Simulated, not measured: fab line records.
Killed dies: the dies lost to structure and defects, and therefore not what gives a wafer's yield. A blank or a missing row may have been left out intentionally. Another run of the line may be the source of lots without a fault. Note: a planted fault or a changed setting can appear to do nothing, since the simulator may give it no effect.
Matching of chambers    flow n5 finfet    4 sister chambers for N5_FIN_CUT_CUT_ETCH_27 on rie diel-02
The step etches SiO2 in CHF3/O2, target depth 4 nm, overetch 2 nm, time 4.9 s. 4 wafers are shown with their chamber, then 9 later ones without.

WAFERS, EACH WITH ITS CHAMBER
wafer   chamber  showerhead plenum p Torr (Torr)
L080.6  0        2.28
L082.5  2        2.35
L084.1  1        2.51
L084.5  3        2.47

WAFERS WITH NO CHAMBER GIVEN
wafer   showerhead plenum p Torr (Torr)
L088.3  2.35
L088.4  2.50
L088.5  2.34
L091.1  2.34
L091.2  2.47
L091.5  2.47
L096.1  2.47
L096.2  2.50
L096.6  2.50

WHICH CHAMBER EACH ONE RAN IN
wafer   from the rows above  in truth
L088.3  2                    2
L088.4  1                    1
L088.5  2                    2
L091.1  2                    2
L091.2  3                    3
L091.5  3                    3
L096.1  3                    3
L096.2  1                    1
L096.6  1                    1
Correct placement for 9 of the 9. From these rows, 0 cannot be placed. Placed wrongly: 0.
How it was worked out, from the rows above alone: a wafer's distance from a chamber is the root of the sum, over the readings, of the square of ((its reading less the chamber's mean) divided by the reading's scatter). The wafer belongs to the nearest chamber; if the next one is less than 2 further off, it can't be placed. Each chamber's mean is taken over the wafers shown for it. The scatter: root of mean squared gap, hidden wafer to nearest shown wafer, with one shown wafer a chamber.
